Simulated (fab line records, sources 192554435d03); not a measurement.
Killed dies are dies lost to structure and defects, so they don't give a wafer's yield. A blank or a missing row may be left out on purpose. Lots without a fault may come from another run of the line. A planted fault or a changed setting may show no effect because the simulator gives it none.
Tool commonality check | flow n5_finfet | 11 lots, 30 wafers sampled

WHY IT WAS OPENED
At N5_BEOL_M5_INSPECT_58 the reading raw_defect_count is flagged on 3 of 11 lots. Wafers without a fault read 67, standard deviation 21.
Rule: a lot is flagged when every wafer of it that has a number lies more than 4 standard deviations from that mean, or none has a number. The other lots count as sound.

lot  | measured     | on                | raw_defect_count, wafer by wafer | flag
L955 | day 9 23:38  | defect_inspect-01 | 74 62 82                         |
L956 | day 10 01:10 | defect_inspect-02 | 1080 1110 1075                   | FLAGGED
L957 | day 10 08:08 | defect_inspect-01 | 1064 1043 1049                   | FLAGGED
L960 | day 11 05:10 | defect_inspect-01 | 1082 1098 1070                   | FLAGGED
L963 | day 12 10:54 | defect_inspect-02 | 79 47 67                         |
L970 | day 14 09:37 | defect_inspect-02 | 68 69                            |
L971 | day 14 13:49 | defect_inspect-01 | 62 57 61                         |
L969 | day 14 17:49 | defect_inspect-02 | 115 112 65                       |
L973 | day 15 08:24 | defect_inspect-01 | 67 71                            |
L972 | day 15 09:07 | defect_inspect-01 | 54 63 50                         |
L974 | day 15 12:31 | defect_inspect-02 | 103 73                           |
The numbers of the flagged lots are 1075 on average: +1008 against the usual, or +48 standard deviations.

WHICH TOOL RAN EACH LOT
The record holds 4 process steps before the reading, out of a route of 1938 steps. In each cell: the tool, then ch and the chambers that the sampled wafers went through, then the start.
lot  | flag    | N5_BEOL_M5_SPUTTER_88        | N5_BEOL_M5_ANNEAL_89         | N5_BEOL_M5_CMP_52             | N5_BEOL_M5_CO_CAP_78
L955 |         | pvd_sputter-03, day 9 21:22  | pvd_sputter-03, day 9 21:27  | cmp-04 ch 1,2,3, day 9 23:08  | cvd_co-01 ch 0,1,2, day 9 23:25
L956 | FLAGGED | pvd_sputter-02, day 9 22:59  | pvd_sputter-02, day 9 23:04  | cmp-01 ch 0,2, day 10 00:35   | cvd_co-01 ch 1,2, day 10 00:57
L957 | FLAGGED | pvd_sputter-03, day 10 05:45 | pvd_sputter-03, day 10 05:50 | cmp-01 ch 0,3, day 10 07:22   | cvd_co-01 ch 0,1,2, day 10 07:53
L960 | FLAGGED | pvd_sputter-03, day 11 02:47 | pvd_sputter-03, day 11 02:52 | cmp-01 ch 0,2,3, day 11 04:26 | cvd_co-01 ch 0,1,2, day 11 04:49
L963 |         | pvd_sputter-03, day 12 08:42 | pvd_sputter-03, day 12 08:47 | cmp-04 ch 1,2,3, day 12 10:19 | cvd_co-02 ch 0,1, day 12 10:41
L970 |         | pvd_sputter-02, day 14 07:28 | pvd_sputter-02, day 14 07:32 | cmp-02 ch 3, day 14 09:02     | cvd_co-02 ch 0,2, day 14 09:25
L971 |         | pvd_sputter-03, day 14 11:14 | pvd_sputter-03, day 14 11:19 | cmp-02 ch 1,3, day 14 13:14   | cvd_co-02 ch 1,2, day 14 13:36
L969 |         | pvd_sputter-02, day 14 15:18 | pvd_sputter-02, day 14 15:51 | cmp-01 ch 0,3, day 14 17:10   | cvd_co-02 ch 0,1,2, day 14 17:38
L973 |         | pvd_sputter-03, day 15 06:04 | pvd_sputter-03, day 15 06:08 | cmp-01 ch 0,3, day 15 07:49   | cvd_co-01 ch 0,2, day 15 08:12
L972 |         | pvd_sputter-01, day 15 06:32 | pvd_sputter-01, day 15 06:37 | cmp-01 ch 0,1,2, day 15 08:31 | cvd_co-02 ch 0,2, day 15 08:52
L974 |         | pvd_sputter-02, day 15 10:19 | pvd_sputter-02, day 15 10:24 | cmp-01 ch 2,3, day 15 11:55   | cvd_co-01 ch 0,1, day 15 12:17
What these steps do:
- N5_BEOL_M5_SPUTTER_88: material Cu, target thk 15 nm, time 27.62 s.
- N5_BEOL_M5_ANNEAL_89: time 1800 s.
- N5_BEOL_M5_CMP_52: polishes, stops on SiCOH lowk, t overpolish 6.9 s, target thk 62 nm.
- N5_BEOL_M5_CO_CAP_78: material Co, precursor CCTBA/H2, target thk 2 nm, time 102.1 s.
- N5_BEOL_M5_INSPECT_58: inspects for defects (darkfield).

FLAGGED OVER TOTAL, TOOL BY TOOL (the gauges that took the reading come last)
step                  | tool              | lots run | flagged | share of the flagged lots | sound lots run after its first flagged lot
N5_BEOL_M5_SPUTTER_88 | pvd_sputter-01    | 1        | 0       | none                      | -
N5_BEOL_M5_SPUTTER_88 | pvd_sputter-02    | 4        | 1       | some                      | 3 (L970,L969,L974)
N5_BEOL_M5_SPUTTER_88 | pvd_sputter-03    | 6        | 2       | some                      | 3 (L963,L971,L973)
N5_BEOL_M5_ANNEAL_89  | pvd_sputter-01    | 1        | 0       | none                      | -
N5_BEOL_M5_ANNEAL_89  | pvd_sputter-02    | 4        | 1       | some                      | 3 (L970,L969,L974)
N5_BEOL_M5_ANNEAL_89  | pvd_sputter-03    | 6        | 2       | some                      | 3 (L963,L971,L973)
N5_BEOL_M5_CMP_52     | cmp-01            | 7        | 3       | all                       | 4 (L969,L973,L972,L974)
N5_BEOL_M5_CMP_52     | cmp-02            | 2        | 0       | none                      | -
N5_BEOL_M5_CMP_52     | cmp-04            | 2        | 0       | none                      | -
N5_BEOL_M5_CO_CAP_78  | cvd_co-01         | 6        | 3       | all                       | 2 (L973,L974)
N5_BEOL_M5_CO_CAP_78  | cvd_co-02         | 5        | 0       | none                      | -
N5_BEOL_M5_INSPECT_58 | defect_inspect-01 | 6        | 2       | some                      | 3 (L971,L973,L972)
N5_BEOL_M5_INSPECT_58 | defect_inspect-02 | 5        | 1       | some                      | 4 (L963,L970,L969,L974)

WHAT THE TABLE ALLOWS
2 rows of the table ran every flagged lot: cmp-01 at N5_BEOL_M5_CMP_52, cvd_co-01 at N5_BEOL_M5_CO_CAP_78.
- cmp-01 at N5_BEOL_M5_CMP_52: 3 of its 7 lots flagged. Sound lots ran on it after the first flagged one (L969, L973, L972, L974), which a lasting fault on the whole tool wouldn't allow.
- cvd_co-01 at N5_BEOL_M5_CO_CAP_78: 3 of its 6 lots flagged. Sound lots ran on it after the first flagged one (L973, L974), which a lasting fault on the whole tool wouldn't allow.
No row of the table ran every flagged lot and no sound lot after the first.

WHAT THE SIMULATOR HAD PUT IN
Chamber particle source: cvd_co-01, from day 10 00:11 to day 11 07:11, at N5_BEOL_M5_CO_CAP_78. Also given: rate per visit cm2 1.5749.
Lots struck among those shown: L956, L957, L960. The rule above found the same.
